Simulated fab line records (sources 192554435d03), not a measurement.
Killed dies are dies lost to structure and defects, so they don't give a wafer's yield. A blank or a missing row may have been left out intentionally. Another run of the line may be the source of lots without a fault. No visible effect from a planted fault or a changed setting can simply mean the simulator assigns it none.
Matching of chambers / flow n5Finfet / 4 sister chambers for N5_BEOL_M9_ETCH_62 on rieDiel-03
The step etches SOC in N2/H2, target depth 110 nm, overetch 22 nm, time 165 s. 4 wafers are shown with their chamber, then 10 later ones without.

== WAFERS, EACH WITH ITS CHAMBER ==
wafer=L081.5; chamber=0; drypumpMotorCurrentA (A)=5.8
wafer=L086.4; chamber=2; drypumpMotorCurrentA (A)=6.5
wafer=L087.2; chamber=3; drypumpMotorCurrentA (A)=5.5
wafer=L087.3; chamber=1; drypumpMotorCurrentA (A)=5.6

== WAFERS WITH NO CHAMBER GIVEN ==
wafer=L087.4; drypumpMotorCurrentA (A)=5.8
wafer=L088.3; drypumpMotorCurrentA (A)=5.6
wafer=L088.4; drypumpMotorCurrentA (A)=5.8
wafer=L088.5; drypumpMotorCurrentA (A)=5.9
wafer=L092.1; drypumpMotorCurrentA (A)=5.9
wafer=L092.3; drypumpMotorCurrentA (A)=6.6
wafer=L092.4; drypumpMotorCurrentA (A)=5.5
wafer=L096.1; drypumpMotorCurrentA (A)=5.8
wafer=L096.4; drypumpMotorCurrentA (A)=5.5
wafer=L096.6; drypumpMotorCurrentA (A)=5.5

== EACH ONE'S CHAMBER ==
wafer=L087.4; from the rows above=0; in truth=0
wafer=L088.3; from the rows above=can't be placed: 1 or 3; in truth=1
wafer=L088.4; from the rows above=0; in truth=0
wafer=L088.5; from the rows above=0; in truth=0
wafer=L092.1; from the rows above=0; in truth=0
wafer=L092.3; from the rows above=2; in truth=2
wafer=L092.4; from the rows above=can't be placed: 3 or 1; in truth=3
wafer=L096.1; from the rows above=0; in truth=0
wafer=L096.4; from the rows above=can't be placed: 3 or 1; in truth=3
wafer=L096.6; from the rows above=can't be placed: 3 or 1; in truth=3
Placed correctly: 6 of 10. Cannot be placed on the basis of these rows: 4; the candidates contain the true chamber in 4. Wrongly placed: 0.
How it was worked out, from the rows above alone: a wafer's distance from a chamber is the root of the sum, over the readings, of the square of ((its reading less the chamber's mean) divided by the reading's scatter). If the next closest chamber is less than 2 further off than the closest, the wafer can't be placed; otherwise it belongs to the closest. Each chamber's mean is taken over the wafers shown for it. The scatter (one wafer shown for each chamber): square how far every hidden wafer sits from the nearest shown wafer, average those squares and take the square root.
